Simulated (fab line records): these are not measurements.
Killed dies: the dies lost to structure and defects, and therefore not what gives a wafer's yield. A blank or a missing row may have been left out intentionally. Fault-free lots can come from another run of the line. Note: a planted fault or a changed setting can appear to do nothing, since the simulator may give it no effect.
fab line records | flow n5-finfet
[record] lots = 7 wafers = 21 last-day = 15
route steps=1938 shown BEOL_M6@1199
lots that met no fault: from a run of the same line without faults
start-h: the number of hours between the record's first day and the start of the first shown wafer of the lot | wait-h: hours elapsed since this lot's preceding step | " identical to the entry in the row above | L1.1+2: several wafers, shown together as one row | - no value present, or no start provided | * or withheld: withheld | < > ~ a bound
route shown NAME@n: NAME is a module with steps in the file, n the number in the route of the first one | usual: the fault-free wafers' mean and standard deviation | same: alike in all rows | chamber/n: place in a boat | sites: readings site by site | _std_site: standard deviation across them | _edge_site: mean of outer sites minus mean of inner sites | radius-mm: for every site, how far away it sits from the centre of the wafer | mask NAME#n: copy n | behind: the last tool/chamber to shape the wafer | hold: cause of the lot's hold/its duration in hours/its outcome | device: names the non-switching transistor (n, p or np) | end of line: the same wafers' tests at the end of the route | a step with no rows: only its recipe | killed: dies that structure and defects cost at the first sort, which is not the same as the wafer's yield | map: shows each die of a wafer: x if killed, . if not, _ if none is there
set.NAME: the setting that was run; set.NAME@STEP: the one run at that earlier step | model.NAME: the simulator's own value behind a step, which no gauge read
a table for each step, a row for each wafer; lots at some steps of the route
services: from which hour (start-h, from the record's first day; less than 0 if before it) a tool's chamber was out of use, for how many hours, and why
[[steps]]
[step N5_BEOL_M6_COAT_59]
[recipe] resist = SOC temp-c = 250 time-s = 60 spin-rpm = 1500 resist-thk-nm = 100
[step N5_BEOL_M6_COAT_60]
[recipe] resist = SiARC temp-c = 220 time-s = 60 spin-rpm = 1500 resist-thk-nm = 35
[step N5_BEOL_M6_COAT_05]
[recipe] resist = CAR-ArF spin-rpm = 1500 resist-thk-nm = 90
[step N5_BEOL_M6_EBR_07]
[recipe] solvent = PGMEA ebr-width-mm = 1.5
[step N5_BEOL_M6_SOFTBAKE_06]
[recipe] temp-c = 110 time-s = 60 resist = CAR-ArF
[step N5_BEOL_M6_EXPOSE_08]
[recipe] mask-id = M6 na = 1.35 source-shape = dipole sigma-inner = 0.817 sigma-outer = 0.97 polarization = te dose-mj = 68.25
[step N5_BEOL_M6_PEB_09]
[recipe] peb-temp-c = withheld peb-time-s = 60 resist = CAR-ArF
[step N5_BEOL_M6_DEVELOP_10]
[recipe] develop-time-s = 30 developer = TMAH resist = CAR-ArF rinse-liquid = diw dry = air-spin dev-temp-c = 23
[step N5_BEOL_M6_CD_MEAS_11]
[recipe] target-cd-nm = 38.5 landing-energy-ev = 500 detector = se-inlens polarity = opening
[usual] cd-nm = 38.2/0.5
// columns lot.wafer tool chamber start-h wait-h cd-nm
L109.2 cd-sem-01 0 191.77 - 39.0
L109.5 " 0 " " 37.9
L109.6 " 0 " " 39.0
L114.1 cd-sem-03 0 219.37 - 38.6
L114.2 " 0 " " 38.9
L114.6 " 0 " " 38.2
L117.1 cd-sem-01 0 234.27 - 38.6
L117.3 " 0 " " 38.5
L117.6 " 0 " " 39.2
L118.1 cd-sem-03 0 241.59 - 39.2
L118.3 " 0 " " 39.3
L118.4 " 0 " " 39.3
L119.1 cd-sem-03 0 261.07 - 38.5
L119.5 " 0 " " 38.8
L119.6 " 0 " " 38.6
L121.1 cd-sem-03 0 261.23 - 38.0
L121.2 " 0 " " 38.4
L121.3 " 0 " " 38.1
L125.1 cd-sem-01 0 275.33 - 38.4
L125.4 " 0 " " 37.7
L125.6 " 0 " " 38.2
[step N5_BEOL_M6_OVL_MEAS_12]
[recipe] points-per-wafer = 44
[usual] M6_OVL = -0.2/0.89
// columns lot.wafer tool chamber start-h wait-h M6_OVL[nm]
L109.2 overlay-02 0 191.79 0.0 0.1
L109.5 " 0 " " 1.2
L109.6 " 0 " " 1.0
L114.1 overlay-02 0 219.41 0.0 0.0
L114.2 " 0 " " -0.6
L114.6 " 0 " " -0.3
L117.1 overlay-01 0 234.30 0.0 -1.3
L117.3 " 0 " " -0.4
L117.6 " 0 " " -0.6
L118.1 overlay-02 0 241.62 0.0 -0.1
L118.3 " 0 " " -1.0
L118.4 " 0 " " 0.5
L119.1 overlay-01 0 261.10 0.0 -0.3
L119.5 " 0 " " -0.2
L119.6 " 0 " " -1.1
L121.1 overlay-02 0 261.26 0.0 0.2
L121.2 " 0 " " -0.6
L121.3 " 0 " " 0.3
L125.1 overlay-02 0 275.36 0.0 -0.5
L125.4 " 0 " " -1.2
L125.6 " 0 " " 0.1
[step N5_BEOL_M6_INSPECT_13]
[recipe] mode = adi inspect-instrument = brightfield
[usual] raw-defect-count = 410/97
// columns lot.wafer tool chamber start-h wait-h raw-defect-count
L109.2 defect-inspect-01 - 191.82 0.0 272
L109.5 " - " " 302
L109.6 " - " " 386
L114.1 defect-inspect-02 - 219.43 0.0 329
L114.2 " - " " 273
L114.6 " - " " 307
L117.1 defect-inspect-02 - 234.33 0.0 307
L117.3 " - " " 346
L117.6 " - " " 284
L118.1 defect-inspect-02 - 241.65 0.0 381
L118.3 " - " " 290
L118.4 " - " " 338
L119.1 defect-inspect-01 - 261.12 0.0 449
L119.5 " - " " 386
L119.6 " - " " 390
L121.1 defect-inspect-01 - 261.29 0.0 386
L121.2 " - " " 501
L121.3 " - " " 401
L125.1 defect-inspect-01 - 275.39 0.0 370
L125.4 " - " " 512
L125.6 " - " " 339
[step N5_BEOL_M6_DESCUM_16]
[recipe] chemistry = O2 time-s = 7.9 source-power-w = 50 bias-power-w = 20 pressure-mtorr = 20 rf-frequency-hz = 2.712e+07 temp-c = 40 resist = CAR-ArF o2-flow-sccm = 225
[usual] drypump-motor-current-A = 5.6/0.55 oes-product-au = 0.77/0.074 rf-vpp-V = 242.9/1.5 showerhead-plenum-p-Torr = 2.08/0.073 throttle-valve-pct = 20.56/0.18
// columns lot.wafer tool chamber start-h wait-h drypump-motor-current-A oes-product-au rf-hours-counter-h rf-vpp-V showerhead-plenum-p-Torr throttle-valve-pct
L109.2 rie-diel-05 3 191.94 0.1 5.4 0.75 170 243.6 2.09 20.52
L109.5 " 2 " " 6.5 0.80 - 244.1 2.10 20.30
L109.6 " 1 " " 6.1 0.74 - 242.6 1.97 20.63
L114.1 rie-diel-04 2 219.69 0.3 4.8 0.70 218 244.8 2.16 20.56
L114.2 " 3 " " 4.9 0.72 172 241.0 2.00 20.72
L114.6 " 3 " " 4.9 0.72 - 242.6 2.00 20.73
L117.1 rie-diel-04 2 234.36 0.0 4.9 0.69 225 243.6 2.16 20.57
L117.3 " 1 " " 5.8 0.84 66 245.6 2.12 20.65
L117.6 " 0 " " 6.0 0.74 - 244.3 2.18 20.53
L118.1 rie-diel-04 3 242.08 0.4 4.9 0.71 182 241.6 2.00 20.76
L118.3 " 1 " " 5.8 0.83 70 244.7 2.11 20.65
L118.4 " 0 " " 6.0 0.74 156 244.6 2.18 20.53
L119.1 rie-diel-04 0 261.16 0.0 6.0 0.72 163 243.7 2.17 20.56
L119.5 " 2 " " 4.9 0.69 - 244.9 2.15 20.60
L119.6 " 1 " " 5.8 0.81 - 242.4 2.11 20.67
L121.1 rie-diel-06 3 261.32 0.0 5.1 0.86 40 242.6 2.05 20.36
L121.2 " 2 " " 5.6 0.86 46 244.5 2.13 20.28
L121.3 " 1 " " 5.6 0.70 212 239.7 1.92 20.79
L125.1 rie-diel-05 3 275.42 0.0 5.4 0.74 202 241.7 2.08 20.55
L125.4 " 0 " " 5.7 0.71 218 243.9 2.07 20.88
L125.6 " 1 " " 6.1 0.71 - 241.2 1.96 20.64
[step N5_BEOL_M6_ETCH_61]
[recipe] chemistry = CF4 target = SiARC target-depth-a = 455 mask-material = CAR-ArF time-s = 75.8 ion-energy-ev = 80 pressure-mtorr = 40 source-w = 545 bias-w = 36 Ar_flow_sccm = 100 cf4-flow-sccm = 100 ends = cleared
[usual] bias-w = 35.99/0.11 cf4-flow-sccm = 99.99/0.27 drypump-motor-current-A = 5.6/0.55 etch-rf-on-time-s = 75.1/2.2 oes-product-au = 0.66/0.064 rf-vpp-V = 183.9/1.1 showerhead-plenum-p-Torr = 2.12/0.074 throttle-valve-pct = 15.72/0.21
// columns lot.wafer tool chamber start-h wait-h bias-w cf4-flow-sccm drypump-motor-current-A etch-rf-on-time-s oes-product-au rf-hours-counter-h rf-vpp-V showerhead-plenum-p-Torr throttle-valve-pct model.CAR-ArF_of_BEOL_M6_COAT_05.thk-nm
L109.2 rie-diel-05 3 191.97 0.0 35.89 99.61 5.4 71.9 0.66 170 184.3 2.12 15.60 50.6
L109.5 " 2 " " 35.76 100.29 6.5 73.4 0.69 - 185.1 2.14 15.51 50.8
L109.6 " 1 " " 36.01 100.41 6.1 71.8 0.64 - 183.4 2.03 15.95 50.6
L114.1 rie-diel-04 2 219.72 0.0 36.05 99.97 4.9 80.7 0.59 218 184.6 2.20 15.75 51.2
L114.2 " 3 " " 36.00 99.43 4.9 75.0 0.62 172 185.6 2.05 15.86 51.2
L114.6 " 3 " " 36.01 99.69 4.9 76.0 0.62 - 182.9 2.05 15.87 51
L117.1 rie-diel-04 2 234.40 0.0 - - - - - - - - - 83.8
L117.3 " 1 " " - - - - - - - - - 83.4
L117.6 " 0 " " - - - - - - - - - 83.6
L118.1 rie-diel-04 3 242.12 0.0 - - - - - - - - - 83.4
L118.3 " 1 " " - - - - - - - - - 83.4
L118.4 " 0 " " - - - - - - - - - 83.2
L119.1 rie-diel-04 0 261.19 0.0 - - - - - - - - - 83.4
L119.5 " 2 " " - - - - - - - - - 83.4
L119.6 " 1 " " - - - - - - - - - 83.4
L121.1 rie-diel-06 3 261.36 0.0 35.96 100.04 5.1 74.4 0.74 40 183.1 2.09 15.41 51
L121.2 " 2 " " 35.84 100.08 5.6 72.4 0.75 46 185.1 2.17 15.36 50.8
L121.3 " 1 " " 35.92 99.94 5.6 74.7 0.61 212 184.0 1.96 15.87 50.8
L125.1 rie-diel-05 3 275.46 0.0 35.89 100.06 5.4 71.5 0.64 202 183.7 2.11 15.67 50.6
L125.4 " 0 " " 36.05 99.89 5.7 77.2 0.60 218 184.1 2.10 15.97 50.8
L125.6 " 1 " " 35.90 100.14 6.1 72.6 0.62 - 182.6 2.02 15.99 50.8
[step N5_BEOL_M6_ETCH_62]
[recipe] chemistry = N2/H2 target = SOC target-depth-a = 1100 overetch-a = 220 mask-material = SiARC temp-c = 40 time-s = 165 ion-energy-ev = 200 pressure-mtorr = 30 source-w = 840 bias-w = 150 n2-flow-sccm = 200 h2-flow-sccm = 200
[usual] bias-w = 150.0/0.45 chamber-pressure-mTorr = 30.001/0.027 drypump-motor-current-A = 5.6/0.55 oes-product-au = 0.65/0.06 rf-vpp-V = 523.3/2.6 showerhead-plenum-p-Torr = 2.52/0.092 throttle-valve-pct = 17.95/0.2
// columns lot.wafer tool chamber start-h wait-h bias-w chamber-pressure-mTorr drypump-motor-current-A oes-product-au rf-hours-counter-h rf-vpp-V showerhead-plenum-p-Torr throttle-valve-pct
L109.2 rie-diel-05 3 192.03 0.0 149.9 30.047 5.4 0.63 170 525.0 2.51 17.66
L109.5 " 2 " " 149.9 29.980 6.5 0.68 - 523.7 2.56 17.77
L109.6 " 1 " " 150.3 30.022 6.1 0.60 - 518.7 2.41 18.07
L114.1 rie-diel-04 2 219.78 0.0 149.3 29.960 4.9 0.60 218 526.7 2.62 17.88
L114.2 " 3 " " 150.1 29.973 4.9 0.60 172 521.1 2.43 18.11
L114.6 " 3 " " 149.9 30.071 4.9 0.61 - 521.0 2.43 18.11
L117.1 rie-diel-04 2 234.46 0.0 149.5 30.041 4.8 0.26 225 525.4 2.62 17.85
L117.3 " 1 " " 150.0 30.036 5.8 0.31 66 524.6 2.57 18.01
L117.6 " 0 " " 150.3 30.035 6.0 0.28 - 526.5 2.66 18.09
L118.1 rie-diel-04 3 242.17 0.0 149.5 30.013 4.9 0.27 182 522.3 2.43 18.09
L118.3 " 1 " " 149.9 29.989 5.8 0.31 70 523.8 2.57 18.00
L118.4 " 0 " " 150.1 29.979 6.0 0.27 156 527.4 2.66 18.09
L119.1 rie-diel-04 0 261.25 0.0 151.3 30.007 6.0 0.27 163 526.8 2.66 18.09
L119.5 " 2 " " 150.0 29.969 4.9 0.26 - 527.5 2.61 17.86
L119.6 " 1 " " 149.8 29.996 5.8 0.30 - 524.7 2.57 18.03
L121.1 rie-diel-06 3 261.41 0.0 150.5 29.999 5.1 0.73 40 521.8 2.48 17.72
L121.2 " 2 " " 150.4 30.000 5.6 0.73 46 525.5 2.56 17.47
L121.3 " 1 " " 149.6 30.011 5.6 0.60 212 517.6 2.30 17.95
L125.1 rie-diel-05 3 275.51 0.0 150.1 30.002 5.4 0.61 202 523.1 2.50 17.72
L125.4 " 0 " " 149.8 29.993 5.7 0.60 218 525.1 2.52 18.31
L125.6 " 1 " " 149.4 30.024 6.1 0.59 - 520.2 2.40 18.12
[step N5_BEOL_M6_STRIP_68]
[recipe] chemistry = N2/H2 temp-c = 40 n2-flow-sccm = 200 h2-flow-sccm = 200 rf-frequency-hz = 6e+07
[step N5_BEOL_M6_STRIP_67]
[recipe] chemistry = CF4 resist = SiARC power-w = 300 bias-power-w = 75 pressure-mtorr = 50 cf4-flow-sccm = 150 rf-frequency-hz = 6e+07
[usual] drypump-motor-current-A = 5.6/0.55 oes-product-au = 0.77/0.072 rf-vpp-V = 270.7/1.7 showerhead-plenum-p-Torr = 1.78/0.06 throttle-valve-pct = 13.69/0.22
// columns lot.wafer tool chamber start-h wait-h drypump-motor-current-A oes-product-au rf-hours-counter-h rf-vpp-V showerhead-plenum-p-Torr throttle-valve-pct
L109.2 rie-diel-05 3 192.17 0.0 5.4 0.76 170 271.8 1.77 13.53
L109.5 " 2 " " 6.5 0.79 - 271.3 1.79 13.54
L109.6 " 1 " " 6.1 0.72 - 268.4 1.71 13.94
L114.1 rie-diel-04 2 219.92 0.0 4.8 0.71 218 272.1 1.84 13.72
L114.2 " 3 " " 4.8 0.72 172 268.5 1.71 13.83
L114.6 " 3 " " 4.9 0.72 - 268.1 1.71 13.79
L117.1 rie-diel-04 2 234.60 0.0 4.8 0.70 225 271.5 1.84 13.78
L117.3 " 1 " " 5.8 0.84 66 271.5 1.82 13.73
L117.6 " 0 " " 6.0 0.74 - 272.5 1.87 13.75
L118.1 rie-diel-04 3 242.32 0.0 4.9 0.72 182 269.3 1.71 13.84
L118.3 " 1 " " 5.8 0.84 70 271.7 1.82 13.74
L118.4 " 0 " " 6.0 0.74 156 273.7 1.86 13.77
L119.1 rie-diel-04 0 261.39 0.0 6.0 0.73 163 271.2 1.86 13.76
L119.5 " 2 " " 4.9 0.70 - 272.0 1.83 13.77
L119.6 " 1 " " 5.8 0.83 - 270.7 1.82 13.75
L121.1 rie-diel-06 3 261.56 0.0 5.1 0.86 40 270.0 1.75 13.35
L121.2 " 2 " " 5.6 0.86 47 273.1 1.83 13.39
L121.3 " 1 " " 5.6 0.71 212 267.2 1.64 13.86
L125.1 rie-diel-05 3 275.66 0.0 5.4 0.73 202 269.8 1.76 13.63
L125.4 " 0 " " 5.7 0.71 218 270.5 1.77 13.98
L125.6 " 1 " " 6.1 0.71 - 269.7 1.70 14.05
[step N5_BEOL_M6_HM_OPEN_17]
[recipe] chemistry = Cl2/BCl3 target-depth-a = 200 overetch-a = 60 target = TiN mask-material = SOC ion-energy-ev = 150 pressure-mtorr = 10 icp-w = 1000 bias-w = 126 Cl2_flow_sccm = 53.25 bcl3-flow-sccm = 21.75 Ar_flow_sccm = 25
[usual] drypump-motor-current-A = 5.46/0.27 oes-product-au = 0.70/0.046 throttle-valve-pct = 22.04/0.15
// columns lot.wafer tool chamber start-h wait-h drypump-motor-current-A oes-product-au rf-hours-counter-h throttle-valve-pct
L109.2 rie-metal-02 0 192.25 0.1 5.49 0.65 47 21.83
L109.5 " 1 " " 5.75 0.77 - 22.14
L109.6 " 0 " " 5.47 0.65 - 21.83
L114.1 rie-metal-03 0 219.96 0.0 6.04 0.64 64 22.06
L114.2 " 1 " " 5.17 0.75 13 21.81
L114.6 " 0 " " 6.03 0.64 - 22.06
L117.1 rie-metal-01 1 234.64 0.0 5.20 0.30 36 22.88
L117.3 " 0 " " 5.35 0.32 - 22.64
L117.6 " 0 " " 5.35 0.33 - 22.64
L118.1 rie-metal-01 1 242.36 0.0 5.19 0.30 37 22.89
L118.3 " 1 " " 5.18 0.30 - 22.87
L118.4 " 0 " " 5.31 0.32 - 22.65
L119.1 rie-metal-02 1 261.44 0.0 5.73 0.32 11 22.81
L119.5 " 1 " " 5.72 0.33 - 22.81
L119.6 " 0 " " 5.49 0.28 - 22.50
L121.1 rie-metal-02 0 261.60 0.0 5.51 0.64 52 21.85
L121.2 " 1 " " 5.74 0.74 11 22.16
L121.3 " 1 " " 5.74 0.74 - 22.17
L125.1 rie-metal-01 0 275.70 0.0 5.34 0.71 23 22.02
L125.4 " 1 " " 5.19 0.68 - 22.21
L125.6 " 1 " " 5.20 0.68 - 22.22
[step N5_BEOL_M6_STRIP_19]
[recipe] chemistry = O2 power-w = 400 temp-c = 40 pressure-mtorr = 30 rf-frequency-hz = 6e+07 bias-power-w = 0 overash-fraction = 0.2 o2-flow-sccm = 225
[usual] drypump-motor-current-A = 5.6/0.52 oes-product-au = 0.78/0.091 rf-vpp-V = 3.7/0.62 showerhead-plenum-p-Torr = 2.07/0.073 throttle-valve-pct = 16.77/0.23
// columns lot.wafer tool chamber start-h wait-h drypump-motor-current-A oes-product-au rf-hours-counter-h rf-vpp-V showerhead-plenum-p-Torr throttle-valve-pct
L109.2 rie-diel-05 3 192.40 0.1 5.4 0.76 170 3.6 2.09 16.74
L109.5 " 0 " " 5.8 0.73 - 3.6 2.09 17.05
L109.6 " 3 " " 5.4 0.75 - 4.1 2.09 16.76
L114.1 rie-diel-06 3 220.16 0.2 5.1 0.90 26 2.7 2.06 16.52
L114.2 " 2 " " 5.6 0.89 36 4.4 2.14 16.50
L114.6 " 3 " " 5.1 0.90 - 2.5 2.06 16.53
L117.1 rie-diel-06 1 234.81 0.1 5.6 0.72 202 3.8 1.92 16.99
L117.3 " 2 " " 5.6 0.87 41 3.6 2.14 16.50
L117.6 " 2 " " 5.6 0.87 - 3.8 2.14 16.48
L118.1 rie-diel-05 0 242.47 0.1 5.8 0.71 206 3.8 2.08 17.09
L118.3 " 1 " " 6.2 0.71 223 4.2 1.97 16.97
L118.4 " 2 " " 6.5 0.78 151 4.2 2.10 16.66
L119.1 rie-diel-05 3 261.55 0.1 5.4 0.74 198 4.5 2.08 16.80
L119.5 " 0 " " 5.7 0.72 - 3.7 2.08 17.12
L119.6 " 2 " " 6.5 0.77 - 2.5 2.09 16.69
L121.1 rie-diel-06 2 261.87 0.2 5.6 0.87 47 2.8 2.14 16.49
L121.2 " 3 " " 5.1 0.86 40 3.7 2.06 16.57
L121.3 " 1 " " 5.6 0.70 212 4.2 1.92 17.00
L125.1 rie-diel-04 0 275.81 0.1 6.0 0.72 169 3.0 2.17 16.82
L125.4 " 1 " " 5.8 0.82 82 4.8 2.12 16.89
L125.6 " 2 " " 4.9 0.69 - 4.2 2.16 16.86
[step N5_BEOL_M6_CD_MEAS_18]
[recipe] pitch-nm = 80 target-cd-nm = 40
[usual] cd-nm = 39.7/0.58
// columns lot.wafer tool chamber start-h wait-h cd-nm
L109.2 cd-sem-02 - 192.47 0.1 40.9
L109.5 " - " " 40.2
L109.6 " - " " 40.5
L114.1 cd-sem-02 - 220.23 0.0 40.4
L114.2 " - " " 40.3
L114.6 " - " " 40.0
L117.1 cd-sem-02 - 234.88 0.0 -
L117.3 " - " " -
L117.6 " - " " -
L118.1 cd-sem-03 - 242.54 0.0 -
L118.3 " - " " -
L118.4 " - " " -
L119.1 cd-sem-01 - 261.62 0.0 -
L119.5 " - " " -
L119.6 " - " " -
L121.1 cd-sem-03 - 261.94 0.0 39.2
L121.2 " - " " 39.5
L121.3 " - " " 39.5
L125.1 cd-sem-02 - 275.88 0.0 40.0
L125.4 " - " " 39.2
L125.6 " - " " 39.3
[step N5_BEOL_M6_COAT_63]
[recipe] resist = SOC temp-c = 250 time-s = 60 spin-rpm = 1500 resist-thk-nm = 60
[[services]]
// columns tool chamber start-h hours kind
rie-diel-04 3 191.39 5.6 repair
rie-metal-01 - 204.00 0.5 repair
rie-diel-06 0 204.57 - clean
rie-diel-06 0 204.57 - consumable-replace:focus-ring
rie-diel-06 0 204.57 14.5 scheduled-down
rie-diel-06 0 204.57 14.5 vent-cycle
rie-diel-05 - 219.24 0.6 repair
rie-diel-06 - 226.50 4.3 pm
rie-diel-06 2 244.62 10.0 repair
rie-diel-05 1 249.20 16.5 repair
[[key]]
[first-sign] step = N5_BEOL_M6_ETCH_61 reading = tool-record direction = missing
[effect] step = N5_BEOL_M6_ETCH_62 reading = oes-product-au direction = down sigmas = 6.1 usual = 0.65 struck = 0.28
[effect] step = N5_BEOL_M6_HM_OPEN_17 reading = oes-product-au direction = down sigmas = 8.4 usual = 0.70 struck = 0.31
[effect] step = N5_BEOL_M6_CD_MEAS_18 reading = cd-nm direction = missing
[model-effect] step = N5_BEOL_M6_ETCH_61 value = CAR-ArF_of_BEOL_M6_COAT_05.thk-nm without = 50.82 struck = 83.44
met-at N5_BEOL_M6_ETCH_61
struck-wafers L117.1,L117.3,L117.6,L118.1,L118.3,L118.4,L119.1,L119.5,L119.6
later-rows-left-out L117.1,L117.3,L117.6,L118.1,L118.3,L118.4,L119.1,L119.5,L119.6
sort-left-out L117.1,L117.3,L117.6,L118.1,L118.3,L118.4,L119.1,L119.5,L119.6
onset-between 219.72 234.40
[fault] kind = skipped-step-whole tool = rie-diel-04 chamber = - onset-h = 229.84 steps = N5_BEOL_M6_ETCH_61 scope = struck-lots-only
// sort-left-out: the simulated sort isn't trusted on such a fault, so these wafers' sort isn't shown, and their yield isn't known
// later-rows-left-out: the simulator's readings of these wafers behind a module that went badly wrong aren't trusted and aren't shown, but for the sort
